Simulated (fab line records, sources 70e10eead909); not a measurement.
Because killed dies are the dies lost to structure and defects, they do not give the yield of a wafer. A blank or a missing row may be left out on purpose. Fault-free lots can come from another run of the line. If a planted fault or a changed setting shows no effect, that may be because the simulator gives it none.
fab line records	flow nandHarc
[record] lots = 6	wafers = 18	lastDay = 34
route steps=1302 shown A_STAIRCASE@823 END@1302
lots untouched by any fault: they come from a run of this same line in which no faults occurred
startH: start of the lot's first displayed wafer, in hours after the record's first day	waitH: time in hours since the lot's previous step	" the same as in the row above	L1.1+2: a row that stands for several wafers	- value missing, or start not given	* or withheld: withheld	< > ~ a bound
route shown NAME@n: names a module that has steps shown in the file, with the first one's number in the route	usual: average and standard deviation across the fault-free wafers	same: alike in all rows	chamber/n: place in a boat	sites: per-site readings	_std_site: how widely they spread, as a standard deviation	_edge_site: the outer-site mean with the inner-site mean subtracted	radiusMm: for every site, how far away it sits from the centre of the wafer	mask NAME#n: copy n	behind: the last tool/chamber to shape the wafer	hold: why the lot went on hold/how many hours it stayed there/how the hold came to an end	device: whichever transistor did not switch (one of n, p or np)	end of line: the tests these same wafers got at the end of their route	where a step has no rows: the recipe by itself	killed: the dies lost at the first sort to structure and to defects; this is not the yield of the wafer	map: per-die view of a wafer (x killed, . not killed, _ where there is no die)
set.NAME: the setting as run; set.NAME@STEP: as run at that earlier step	model.NAME: the simulator's own value behind a step, which no gauge read
lots at some steps of the route; a table a step, a row a wafer
services: the hour from which a tool's chamber was out of use, counted from the record's first day as startH (under 0 if before that day), plus the number of hours and why
[[steps]]
[step NHARC_A_STAIRCASE_SOFTBAKE_305]
[recipe] tempC = 135	timeS = 170
[step NHARC_A_STAIRCASE_EBR_306]
[step NHARC_A_STAIRCASE_EXPOSE_307]
[recipe] na = 0.5	doseMj = 45.72	maskId = CHOP_50
[step NHARC_A_STAIRCASE_PEB_308]
[recipe] pebTempC = 115	pebTimeS = 130
[step NHARC_A_STAIRCASE_DEVELOP_309]
[recipe] timeS = 140
[step NHARC_A_STAIRCASE_HARDBAKE_311]
[recipe] tempC = 120	timeS = 140
[step NHARC_A_STAIRCASE_DESCUM_312]
[recipe] timeS = 3	o2FlowSccm = 200	arFlowSccm = 0	biasPowerW = 0	chemistry = O2
[usual] drypumpMotorCurrentA = 5.92/0.26	oesProductAu = 0.999/0.011	rfVppV = 57.5/0.89	showerheadPlenumPTorr = 1.86/0.091	throttleValvePct = 11.312/0.0095
lot.wafer	tool	chamber	startH	waitH	drypumpMotorCurrentA	oesProductAu	rfHoursCounterH	rfVppV	showerheadPlenumPTorr	throttleValvePct
L893.1	rieDiel-06	0	399.23	-	5.16	1.000	25	57.8	1.92	11.308
L893.6	"	1	"	"	6.03	1.027	-	57.6	1.98	11.317
L893.5	"	2	"	"	6.22	0.980	-	58.2	1.84	11.292
L896.3	rieDiel-02	1	422.59	-	5.80	0.995	6	59.2	1.83	11.313
L896.2	"	2	"	"	6.11	1.000	7	58.1	1.93	11.324
L896.5	"	3	"	"	6.05	0.976	-	58.6	1.80	11.321
L905.1	rieDiel-02	2	532.16	-	6.11	1.004	40	57.8	1.91	11.315
L905.3	"	3	"	"	6.07	0.976	42	57.4	1.79	11.306
L905.4	"	0	"	"	5.91	0.988	31	56.8	1.79	11.313
L906.4	rieDiel-06	3	534.98	-	5.77	1.000	13	58.2	2.05	11.338
L906.6	"	2	"	"	6.23	1.008	-	57.7	1.83	11.317
L906.5	"	3	"	"	5.77	1.005	-	57.0	2.05	11.311
L908.3	rieDiel-02	3	544.55	-	6.10	0.983	47	57.6	1.78	11.318
L908.5	"	0	"	"	5.93	0.992	-	58.5	1.79	11.324
L908.6	"	1	"	"	5.80	1.013	-	58.0	1.82	11.308
L915.3	rieDiel-02	1	628.62	-	5.78	1.002	22	56.7	1.81	11.327
L915.2	"	2	"	"	6.11	1.005	23	58.3	1.90	11.317
L915.5	"	3	"	"	6.07	1.012	-	57.8	1.78	11.312
[step NHARC_A_STAIRCASE_ETCH_313]
[recipe] cf4FlowSccm = 100	chf3FlowSccm = 30	arFlowSccm = 0	rfW = 500	biasW = 200	chemistry = CF4/CHF3
[usual] drypumpMotorCurrentA = 5.93/0.25	oesProductAu = 0.930/0.019	rfFwdPowerW = 497.1/1.7	rfVppV = 369.1/2.5	showerheadPlenumPTorr = 1.53/0.071	throttleValvePct = 16.801/0.0089
lot.wafer	tool	chamber	startH	waitH	drypumpMotorCurrentA	oesProductAu	rfFwdPowerW	rfHoursCounterH	rfVppV	showerheadPlenumPTorr	throttleValvePct
L893.1	rieDiel-06	1	399.34	0.1	6.00	0.938	496.8	8	372.0	1.62	16.800
L893.6	"	1	"	"	6.00	0.936	497.0	-	370.8	1.62	16.797
L893.5	"	2	"	"	6.21	0.899	499.6	-	369.0	1.52	16.828
L896.3	rieDiel-02	3	422.66	0.1	6.07	0.961	498.0	8	367.2	1.48	16.804
L896.2	"	1	"	"	5.79	0.977	496.7	6	366.1	1.51	16.807
L896.5	"	3	"	"	6.09	0.968	498.1	-	367.1	1.48	16.807
L905.1	rieDiel-02	1	532.23	0.1	5.79	0.925	497.8	37	366.6	1.50	16.801
L905.4	"	2	"	"	6.11	0.938	497.0	40	369.7	1.57	16.794
L905.3	"	3	"	"	6.08	0.930	496.2	42	367.9	1.47	16.795
L906.4	rieDiel-06	0	535.08	0.1	5.16	0.923	494.9	6	370.2	1.57	16.808
L906.5	"	2	"	"	6.20	0.924	501.3	-	368.1	1.51	16.801
L906.6	"	3	"	"	5.76	0.913	497.8	-	375.2	1.68	16.796
L908.3	rieDiel-02	0	544.62	0.1	5.94	0.927	497.5	35	367.3	1.47	16.799
L908.5	"	3	"	"	6.13	0.972	499.3	-	366.6	1.47	16.798
L908.6	"	0	"	"	5.92	0.921	496.4	-	366.9	1.47	16.791
L915.2	rieDiel-02	3	628.69	0.1	6.08	0.922	498.6	19	365.8	1.47	16.801
L915.3	"	0	"	"	5.93	0.915	495.6	18	367.3	1.47	16.802
L915.5	"	3	"	"	6.08	0.915	498.2	-	366.9	1.47	16.801
[step NHARC_A_STAIRCASE_HM_OPEN_463]
[recipe] o2FlowSccm = 400	cosFlowSccm = 20	arFlowSccm = 0	rfW = 500	biasW = 300	chemistry = O2/COS
[usual] cosFlowSccm = 20.01/0.065	drypumpMotorCurrentA = 5.93/0.28	oesProductAu = 1.000/0.011	rfVppV = 466/3.3	showerheadPlenumPTorr = 3.05/0.15	throttleValvePct = 28.329/0.0086
lot.wafer	tool	chamber	startH	waitH	cosFlowSccm	drypumpMotorCurrentA	oesProductAu	rfHoursCounterH	rfVppV	showerheadPlenumPTorr	throttleValvePct
L893.1	rieDiel-06	2	-	-	20.15	6.23	0.980	25	465	3.01	28.329
L893.5	"	1	"	"	19.99	6.02	1.019	-	469	3.22	28.339
L893.6	"	2	"	"	20.02	6.23	0.980	-	463	3.01	28.332
L896.3	rieDiel-02	2	-	-	20.10	6.11	1.023	7	468	3.14	28.338
L896.2	"	3	"	"	20.01	6.11	1.007	8	463	2.94	28.334
L896.5	"	3	"	"	19.94	6.10	0.990	-	462	2.94	28.357
L905.3	rieDiel-02	2	-	-	20.14	6.11	1.010	40	468	3.12	28.334
L905.4	"	3	"	"	20.01	6.06	0.995	42	464	2.92	28.322
L905.1	"	1	"	"	19.98	5.81	1.006	38	465	2.97	28.326
L906.4	rieDiel-06	2	-	-	20.07	6.24	1.006	12	465	2.99	28.328
L906.6	"	1	"	"	19.95	6.01	1.020	-	469	3.20	28.314
L906.5	"	2	"	"	20.13	6.22	0.994	-	465	2.99	28.343
L908.3	rieDiel-02	0	-	-	20.05	5.94	1.004	35	462	2.93	28.318
L908.6	"	3	"	"	19.92	6.06	0.987	-	462	2.92	28.320
L908.5	"	0	"	"	20.06	5.92	0.999	-	463	2.92	28.314
L915.3	rieDiel-02	0	-	-	19.91	5.96	0.985	18	463	2.91	28.338
L915.2	"	2	"	"	20.03	6.13	1.003	23	467	3.11	28.336
L915.5	"	0	"	"	19.92	5.93	1.000	-	462	2.91	28.332
[step NHARC_A_STAIRCASE_STRIP_464]
[recipe] o2FlowSccm = 400	cosFlowSccm = 20	arFlowSccm = 0	biasW = 0	chemistry = O2/COS
[step NHARC_A_STAIRCASE_ETCH_453]
[recipe] targetDepthA = 300	overetchA = 30	timeS = 16.5	ionEnergyEv = 100	cf4FlowSccm = 80	o2FlowSccm = 20	arFlowSccm = 0	rfW = 300	biasW = 100	chemistry = CF4/O2
[usual] drypumpMotorCurrentA = 5.90/0.27	oesProductAu = 1.001/0.011	rfFwdPowerW = 294.4/1.4	rfVppV = 197.1/1.5	showerheadPlenumPTorr = 1.30/0.064	throttleValvePct = 13.399/0.0096
lot.wafer	tool	chamber	startH	waitH	drypumpMotorCurrentA	oesProductAu	rfFwdPowerW	rfHoursCounterH	rfVppV	showerheadPlenumPTorr	throttleValvePct
L893.1	rieDiel-06	0	-	-	5.19	0.999	295.1	26	197.6	1.34	13.402
L893.6	"	0	"	"	5.17	0.996	294.7	-	196.7	1.34	13.396
L893.5	"	1	"	"	6.01	1.029	292.8	-	198.8	1.38	13.398
L896.2	rieDiel-02	3	-	-	6.04	0.994	294.8	9	197.0	1.25	13.389
L896.3	"	0	"	"	5.88	1.002	292.8	7	196.0	1.25	13.395
L896.5	"	0	"	"	5.92	1.000	293.5	-	194.9	1.25	13.399
L905.1	rieDiel-02	2	-	-	6.07	1.016	297.3	40	198.9	1.34	13.400
L905.4	"	3	"	"	6.07	0.994	296.5	42	196.6	1.25	13.411
L905.3	"	0	"	"	5.93	0.991	294.2	31	195.7	1.25	13.396
L906.4	rieDiel-06	3	-	-	5.76	0.998	294.0	13	200.6	1.43	13.390
L906.6	"	2	"	"	6.21	0.999	294.4	-	197.3	1.28	13.410
L906.5	"	3	"	"	5.76	0.999	293.8	-	198.4	1.43	13.387
L908.3	rieDiel-02	1	-	-	5.79	1.010	294.2	41	195.1	1.27	13.400
L908.5	"	2	"	"	6.11	1.017	296.5	-	197.2	1.33	13.388
L908.6	"	3	"	"	6.07	0.983	296.0	-	196.1	1.25	13.405
L915.2	rieDiel-02	2	-	-	6.13	0.998	295.7	23	196.4	1.33	13.404
L915.3	"	0	"	"	5.89	0.998	294.6	18	195.0	1.24	13.408
L915.5	"	1	"	"	5.76	1.004	294.5	-	197.4	1.26	13.404
[step NHARC_A_STAIRCASE_ETCH_315]
[recipe] targetDepthA = 25000	timeS = 607.1	ionEnergyEv = 800	c4f8FlowSccm = 80	o2FlowSccm = 60	arFlowSccm = withheld	rfW = 600	biasW = 3000	chemistry = C4F8/O2/Ar
[usual] oesProductAu = 0.932/0.012	rfFwdPowerW = 599.0/1.8	rfVppV = 1819/11
lot.wafer	tool	chamber	startH	waitH	oesProductAu	rfFwdPowerW	rfHoursCounterH	rfVppV
L893.1	rieDiel-06	0	400.26	-	0.926	599.5	26	1827
L893.6	"	1	"	"	0.945	596.2	-	1837
L893.5	"	2	"	"	0.904	599.5	-	1819
L896.3	rieDiel-02	2	423.26	-	0.954	599.5	7	1829
L896.2	"	3	"	"	0.934	596.6	9	1813
L896.5	"	1	"	"	0.961	596.9	-	1816
L905.3	rieDiel-02	1	532.93	-	1.153	841.2	38	1813
L905.1	"	2	"	"	1.153	839.5	40	1826
L905.4	"	3	"	"	1.135	838.7	42	1810
L906.4	rieDiel-06	2	535.62	-	0.920	600.3	13	1816
L906.5	"	1	"	"	0.941	600.3	-	1833
L906.6	"	2	"	"	0.930	603.3	-	1815
L908.3	rieDiel-02	0	545.13	-	1.157	839.6	36	1811
L908.5	"	0	"	"	1.149	839.0	-	1812
L908.6	"	1	"	"	1.165	839.8	-	1814
L915.3	rieDiel-02	1	629.25	-	0.926	597.5	22	1812
L915.2	"	2	"	"	0.926	597.4	23	1826
L915.5	"	0	"	"	0.925	602.5	-	1807
[step NHARC_A_STAIRCASE_STRIP_316]
[recipe] o2FlowSccm = 500	arFlowSccm = 0	biasW = 0	chemistry = O2
[usual] drypumpMotorCurrentA = 5.91/0.28	oesProductAu = 0.998/0.011	rfVppV = 57.5/0.91	showerheadPlenumPTorr = 3.44/0.16	throttleValvePct = 17.035/0.0091
lot.wafer	tool	chamber	startH	waitH	drypumpMotorCurrentA	oesProductAu	rfHoursCounterH	rfVppV	showerheadPlenumPTorr	throttleValvePct
L893.1	rieDiel-06	2	-	-	6.22	0.965	26	57.3	3.41	17.039
L893.5	"	0	"	"	5.21	0.983	-	57.3	3.53	17.015
L893.6	"	1	"	"	6.06	1.017	-	59.3	3.64	17.041
L896.2	rieDiel-02	3	-	-	6.10	0.992	9	57.9	3.33	17.041
L896.3	"	0	"	"	5.91	1.000	7	57.8	3.32	17.041
L896.5	"	3	"	"	6.06	0.991	-	57.2	3.33	17.050
L905.4	rieDiel-02	3	-	-	6.06	0.984	42	57.8	3.31	17.035
L905.3	"	0	"	"	5.93	1.003	32	57.3	3.31	17.031
L905.1	"	1	"	"	5.80	1.003	38	57.5	3.36	17.036
L906.4	rieDiel-06	3	-	-	5.77	0.998	13	59.2	3.77	17.015
L906.5	"	3	"	"	5.78	1.008	-	58.6	3.77	17.035
L906.6	"	0	"	"	5.19	0.994	-	58.3	3.51	17.055
L908.3	rieDiel-02	1	-	-	5.83	1.004	41	57.0	3.36	17.035
L908.5	"	0	"	"	5.92	1.001	-	58.1	3.31	17.041
L908.6	"	1	"	"	5.84	1.002	-	59.8	3.36	17.043
L915.2	rieDiel-02	2	-	-	6.12	1.008	23	57.1	3.51	17.038
L915.3	"	0	"	"	5.95	0.998	18	58.6	3.29	17.054
L915.5	"	2	"	"	6.12	1.006	-	57.4	3.51	17.027
[step NHARC_END_SORT_01]
[recipe] tempC = 25
[usual] killedAtArray = 58/20	killedAtOther = 0.8/1	killedAtPeriphery = 4.6/2.8	killedDies = 63/19	killedOpen = 3.4/2	killedShort = 2.4/1.8
[same] grossDies = 677
lot.wafer	tool	chamber	startH	waitH	killedAtArray	killedAtOther	killedAtPeriphery	killedDies	killedOpen	killedShort
L893.1	prober-02	0	580.26	2.5	70	1	4	75	0	3
L893.5	prober-02	0	583.44	3.7	70	2	3	75	2	1
L893.6	prober-02	0	584.24	4.0	64	0	4	68	1	1
L896.2	prober-01	0	598.46	2.8	20	3	5	28	1	1
L896.3	prober-01	0	599.26	3.1	25	4	8	37	4	1
L896.5	prober-01	0	600.85	3.7	19	2	5	26	1	0
L905.1	prober-02	0	701.29	2.4	46	0	4	50	6	3
L905.3	prober-02	0	702.91	3.1	37	0	2	39	4	1
L905.4	prober-02	0	703.72	3.4	89	0	2	91	2	1
L908.3	prober-01	0	728.18	3.1	53	0	0	53	3	2
L908.5	prober-01	0	729.78	3.7	60	0	2	62	3	3
L908.6	prober-01	0	730.59	4.0	44	1	2	47	4	2
L906.4	prober-02	0	728.98	3.4	29	0	6	35	3	2
L906.5	prober-02	0	729.79	3.7	26	0	2	28	0	2
L906.6	prober-02	0	730.60	4.0	22	4	7	33	3	2
L915.2	prober-01	0	802.38	2.8	81	1	2	84	5	1
L915.3	prober-01	0	803.18	3.1	59	1	6	66	4	2
L915.5	prober-01	0	804.79	3.7	67	2	3	72	4	0
// killed by level:class
L893.1 A_CHANNEL_HOLE_D1:chamberFilmFlake=33 A_CHANNEL_HOLE_D2:chamberFilmFlake=24 A_SLIT:chamberFilmFlake=5 A_STAIRCASE:chamberFilmFlake=4 A_CHANNEL_FILL_D2:chamberFilmFlake=2 P_M0:geometricParticle:short=1 A_ONON_D1:geometricParticle:short=1 STARTING-WAFER:geometricParticle:short=1
L893.5 A_CHANNEL_HOLE_D2:chamberFilmFlake=31 A_CHANNEL_HOLE_D1:chamberFilmFlake=18 A_STAIRCASE:chamberFilmFlake=10 P_GATE:chamberFilmFlake=2 A_DECK1_JOINT:chamberFilmFlake=2 A_SLIT:chamberFilmFlake=2 A_CONTACT:chamberFilmFlake=2 THIN_TSV:chamberFilmFlake=2
L893.6 A_CHANNEL_HOLE_D1:chamberFilmFlake=28 A_CHANNEL_HOLE_D2:chamberFilmFlake=25 A_STAIRCASE:chamberFilmFlake=5 P_GATE:chamberFilmFlake=4 A_SLIT:chamberFilmFlake=2 A_WL_FILL:geometricParticle:short=1 A_WL_FILL:geometricParticle:open=1 A_SGD_CUT:chamberFilmFlake=1
L896.2 A_CHANNEL_HOLE_D2:chamberFilmFlake=8 A_CHANNEL_HOLE_D1:chamberFilmFlake=7 P_GATE:chamberFilmFlake=3 THIN_TSV:chamberFilmFlake=2 A_ONON_D1:geometricParticle:short=1 P_STI:chamberFilmFlake=1 P_BONDPAD:chamberFilmFlake=1 STARTING-WAFER:geometricParticle:open=1
L896.3 A_CHANNEL_HOLE_D2:chamberFilmFlake=9 A_CHANNEL_HOLE_D1:chamberFilmFlake=8 P_BONDPAD:chamberFilmFlake=6 THIN_TSV:chamberFilmFlake=4 P_M0:geometricParticle:open=1 A_ONON_D1:geometricParticle:open=1 A_CHANNEL_FILL_D1:geometricParticle:open=1 A_SGD_CUT:geometricParticle:short=1
L896.5 A_CHANNEL_HOLE_D2:chamberFilmFlake=8 A_CHANNEL_HOLE_D1:chamberFilmFlake=7 P_BONDPAD:chamberFilmFlake=3 A_CONTACT:chamberFilmFlake=2 THIN_TSV:chamberFilmFlake=2 P_M0:geometricParticle:open=1 P_GATE:chamberFilmFlake=1 A_DECK1_JOINT:chamberFilmFlake=1
L905.1 A_CHANNEL_HOLE_D1:chamberFilmFlake=16 A_SLIT:chamberFilmFlake=11 A_CHANNEL_HOLE_D2:chamberFilmFlake=8 P_CONTACT:geometricParticle:open=2 A_CHANNEL_FILL_D2:geometricParticle:open=2 A_STAIRCASE:chamberFilmFlake=2 A_CONTACT:chamberFilmFlake=2 P_M0:geometricParticle:open=1
L905.3 A_CHANNEL_HOLE_D1:chamberFilmFlake=15 A_SLIT:chamberFilmFlake=11 A_CHANNEL_HOLE_D2:chamberFilmFlake=7 P_CONTACT:geometricParticle:open=1 P_M0:geometricParticle:open=1 A_DECK1_JOINT:geometricParticle:short=1 A_CONTACT:geometricParticle:open=1 A_M1:geometricParticle:open=1
L905.4 A_CHANNEL_HOLE_D1:chamberFilmFlake=39 A_SLIT:chamberFilmFlake=25 A_CHANNEL_HOLE_D2:chamberFilmFlake=20 P_CONTACT:geometricParticle:open=2 A_CONTACT:chamberFilmFlake=2 A_M1:geometricParticle:short=1 A_STAIRCASE:chamberFilmFlake=1 A_WL_FILL:chamberFilmFlake=1
L908.3 A_SLIT:chamberFilmFlake=29 A_CHANNEL_HOLE_D1:chamberFilmFlake=9 A_CONTACT:chamberFilmFlake=5 A_CHANNEL_FILL_D1:geometricParticle:open=2 A_SGD_CUT:chamberFilmFlake=2 A_BLC:chamberFilmFlake=2 A_DECK1_JOINT:geometricParticle:open=1 A_CHANNEL_FILL_D2:geometricParticle:short=1
L906.4 A_CHANNEL_HOLE_D1:chamberFilmFlake=13 A_SLIT:chamberFilmFlake=5 A_STAIRCASE:chamberFilmFlake=3 A_CONTACT:chamberFilmFlake=3 P_M1:chamberFilmFlake=2 P_STI:geometricParticle:open=1 P_CONTACT:geometricParticle:short=1 P_M0:geometricParticle:short=1
L908.5 A_SLIT:chamberFilmFlake=29 A_CHANNEL_HOLE_D1:chamberFilmFlake=11 A_CONTACT:chamberFilmFlake=9 A_SGD_CUT:chamberFilmFlake=2 A_ONON_D1:geometricParticle:short=1 A_CHANNEL_FILL_D1:geometricParticle:open=1 A_CHANNEL_FILL_D1:geometricParticle:short=1 A_DECK1_JOINT:geometricParticle:short=1
L906.5 A_CHANNEL_HOLE_D1:chamberFilmFlake=10 A_STAIRCASE:chamberFilmFlake=4 A_SLIT:chamberFilmFlake=4 A_DECK1_JOINT:chamberFilmFlake=2 A_WL_FILL:chamberFilmFlake=2 A_DECK1_JOINT:geometricParticle:short=1 A_WL_FILL:geometricParticle:short=1 P_STI:chamberFilmFlake=1
L908.6 A_SLIT:chamberFilmFlake=19 A_CONTACT:chamberFilmFlake=8 A_CHANNEL_HOLE_D1:chamberFilmFlake=4 A_BLC:chamberFilmFlake=3 A_ONON_D2:geometricParticle:open=2 A_ONON_D1:geometricParticle:short=1 A_ONON_D2:geometricParticle:short=1 A_CONTACT:geometricParticle:open=1
L906.6 A_CHANNEL_HOLE_D1:chamberFilmFlake=9 THIN_TSV:chamberFilmFlake=4 P_M1:chamberFilmFlake=3 A_SLIT:chamberFilmFlake=3 A_STAIRCASE:chamberFilmFlake=2 A_WL_FILL:chamberFilmFlake=2 P_GATE:geometricParticle:open=1 A_CHANNEL_FILL_D1:geometricParticle:short=1
L915.2 A_CHANNEL_HOLE_D2:chamberFilmFlake=32 A_SLIT:chamberFilmFlake=25 A_CONTACT:chamberFilmFlake=10 A_CHANNEL_HOLE_D1:chamberFilmFlake=7 P_BONDPAD:chamberFilmFlake=2 A_SOURCE_PLATE:geometricParticle:short=1 A_ONON_D1:geometricParticle:open=1 A_ONON_D2:geometricParticle:open=1
L915.3 A_CHANNEL_HOLE_D1:chamberFilmFlake=17 A_CHANNEL_HOLE_D2:chamberFilmFlake=16 A_SLIT:chamberFilmFlake=15 A_CONTACT:chamberFilmFlake=4 P_CONTACT:geometricParticle:open=2 P_ZERO_WELL:chamberFilmFlake=2 A_BONDPAD:chamberFilmFlake=2 P_M2:geometricParticle:open=1
L915.5 A_CHANNEL_HOLE_D1:chamberFilmFlake=26 A_CHANNEL_HOLE_D2:chamberFilmFlake=17 A_SLIT:chamberFilmFlake=13 A_CONTACT:chamberFilmFlake=4 P_CONTACT:geometricParticle:open=2 A_CHANNEL_FILL_D1:chamberFilmFlake=2 A_DECK1_JOINT:chamberFilmFlake=2 THIN_TSV:chamberFilmFlake=2
[[services]]
tool	chamber	startH	hours	kind
rieDiel-02	-	393.77	9.0	pm
rieDiel-02	0	393.77	9.0	ventCycle
rieDiel-02	1	393.77	9.0	ventCycle
rieDiel-02	2	393.77	9.0	ventCycle
rieDiel-02	3	393.77	9.0	ventCycle
rieDiel-02	0	402.77	-	clean
rieDiel-02	0	402.77	-	consumableReplace:focusRing
rieDiel-02	1	402.77	-	clean
rieDiel-02	1	402.77	-	consumableReplace:focusRing
rieDiel-02	2	402.77	-	clean
rieDiel-02	3	402.77	-	clean
rieDiel-02	0	427.27	-	clean
rieDiel-02	1	427.27	-	clean
rieDiel-02	2	427.27	-	clean
rieDiel-02	3	427.27	-	clean
rieDiel-02	0	451.77	-	clean
rieDiel-06	-	485.34	9.0	pm
rieDiel-02	2	500.57	1.9	repair
rieDiel-06	0	524.67	9.9	repair
rieDiel-06	1	551.05	2.3	repair
rieDiel-06	0	565.19	10.4	repair
rieDiel-02	-	573.36	9.0	pm
rieDiel-06	2	589.06	6.9	repair
rieDiel-06	1	611.16	8.6	repair
[[key]]
[firstSign] step = NHARC_A_STAIRCASE_ETCH_315	reading = rfFwdPowerW	direction = up	sigmas = 99+	usual = *	struck = *
[effect] step = NHARC_A_STAIRCASE_ETCH_315	reading = oesProductAu	direction = up	sigmas = 19	usual = 0.932	struck = 1.152
metAt NHARC_A_STAIRCASE_ETCH_315
struckWafers L905.1,L905.3,L905.4,L908.3,L908.5,L908.6
testerLeftOut L905,L908
onsetBetween 423.26 532.93
[fault] kind = processParameterDrift	tool = rieDiel-02	chamber = -	onsetH = 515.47	steps = NHARC_A_STAIRCASE_ETCH_315	channel = rfW	offset = *	shape = step	endH = 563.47	actsIn = *	stated = *
// testerLeftOut: of these lots the tester's yield and bins aren't shown, on N5 and GAA mostly nor the transistor test; their killed dies are dies lost to structure and defects alone, not to doping, threshold or leakage, so they don't give the yield
